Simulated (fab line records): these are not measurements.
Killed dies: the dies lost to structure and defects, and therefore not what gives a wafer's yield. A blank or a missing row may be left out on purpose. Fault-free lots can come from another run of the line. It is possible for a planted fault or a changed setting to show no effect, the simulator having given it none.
A lot that was struck, set against a sound lot :: flow n5 finfet :: 16 steps out of a route of 1938
Sound: these wafers, L781.2, L781.4, L781.5. Wafers struck: L773.3, L773.5, L773.6. The cause is given at the end.
At each step with rows: each side's tool, then ch and its chambers, then its first start. Under that, the readings that differ: sound wafers :: struck wafers :: difference of the means :: sigmas: that difference in standard deviations of wafers without a fault.
alike: readings with means less than 2 such deviations apart, plus words and numbers identical on both sides. not compared: withheld readings, readings lacking a value on some wafer, bounds such as >300 that could conceal the same value, and numbers that have no deviation in the record and whose values overlap.
The two part at a step that has a row with sigmas, a row that says differs or no value, or rows on one side only. Non-overlapping numbers with no deviation appear without sigmas and do not part them. Lack of a reading on every wafer of one side parts them only where that side has two or more wafers.

N5_BEOL_M1_ANNEAL_95: time 240 s.
  sound on pvd sputter-01 at day 11 02:52; struck on pvd sputter-02 at day 8 02:05
  alike: heater power w
N5_BEOL_M1_SPUTTER_96: material Cu, target thk 4.5 nm, time 8.29 s.
  sound on pvd sputter-01 at day 11 03:01; struck on pvd sputter-02 at day 8 02:14
  alike: substrate temp c, throttle valve pct
then, 3 steps without rows for these wafers: N5_BEOL_M1_ECD_50 (material Cu, target thk 300 nm); N5_BEOL_M1_ANNEAL_51 (time 90 s); N5_BEOL_M1_CMP_52 (polishes, stops on SiOC, t overpolish 6.8 s, target thk 40 nm).
N5_BEOL_M1_THK_MEAS_53: measures by xrf.
  sound on film metro-02 at day 11 03:49; struck on film metro-01 at day 8 03:01
  alike: M1_THK
N5_BEOL_M1_PRE_CLEAN_60: time 15 s.
  sound on cvd co-01 ch 0,2, day 11 03:51; struck on cvd co-01 ch 0,1, day 8 03:04
  alike: heater power w
N5_BEOL_M1_CO_CAP_55: material Co, precursor CCTBA/H2, target thk 2 nm, time 102.1 s.
  sound on cvd co-01 ch 0,2, day 11 03:53; struck on cvd co-01 ch 0,1, day 8 03:06
  alike: heater power w
then, 1 step without rows for these wafers: N5_BEOL_M1_PRE_CLEAN_56 (time 15 s).
N5_BEOL_M1_DEP_57: deposits SiCN from 3MS/NH3, target thk 8 nm, time 14 s.
  sound on pecvd-02 ch 0,1,2, day 11 04:01; struck on pecvd-02 ch 0,1, day 8 03:15
  alike: showerhead plenum p Torr, throttle valve pct
N5_BEOL_M1_RS_MEAS_58: uses a four-point probe to measure.
  sound on film metro-01 at day 11 04:04; struck on film metro-01 at day 8 03:19
  alike: M1_RS
N5_BEOL_M1_INSPECT_59: inspects for defects (darkfield).
  sound on defect inspect-02 at day 11 04:06; struck on defect inspect-02 at day 8 03:20
  alike: raw defect count
N5_BEOL_M2_ILD_DEP_00: deposits SiOC from DEMS/O2, target thk 79 nm, time 15.3 s.
  sound on pecvd-04 ch 0,2, day 11 04:09; struck on pecvd-02 ch 0,1, day 8 03:23
reading: susceptor temp C (C)
sound: 349.90 349.84 349.60
struck: 348.79 348.48 348.69
difference: -1.13
sigmas: -6
  alike: heater power w, showerhead plenum p Torr, throttle valve pct
N5_BEOL_M2_THK_MEAS_01:
  sound on film metro-02 at day 11 04:13; struck on film metro-02 at day 8 03:28
  alike: M2_ILD_THK
-- here the record skips 3 days between the struck wafers' starts before and after, leaving off in module BEOL_M2 and picking up in module BEOL_M4 (first step shown: number 1111 of the route) --
N5_BEOL_M4_RC_MEAS_101:
  sound on prober-02 ch 0, day 13 10:04; struck on prober-01 ch 0, day 11 01:32
  alike: DIBL_N, DIBL_P, IOFF_N, IOFF_P, ION_N, ION_P, SS_N, SS_P, VT_N, VT_P
-- the record jumps here: 4 days lie between the struck wafers' starts before and after (it left off in module BEOL_M4 and takes up again in module PASSIVATION, whose first step shown is number 1936 of the route) --
N5_PASSIVATION_PROBE_49:
  sound on prober-01 at day 17 17:31; struck on prober-02 at day 15 11:41
  alike: defect limited yield, killed_at_M0_to_M3, killed_at_M4_up, killed at contacts, killed at front end, killed at other, killed dies, killed on rim, killed open, killed short, sort_bin_5_function, sort_bin_6_memory, sort n pass, sort yield pct

== WHERE THEY PART ==
At N5_BEOL_M2_ILD_DEP_00 and nowhere else, as far as this record goes. Later steps at which nothing parts them and some readings are alike: N5_BEOL_M2_THK_MEAS_01, N5_BEOL_M4_RC_MEAS_101, N5_PASSIVATION_PROBE_49.

WHY: whatever the simulator had introduced
Drift in process parameters on pecvd-02 at N5_BEOL_M2_ILD_DEP_00, starting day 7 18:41. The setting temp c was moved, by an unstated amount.
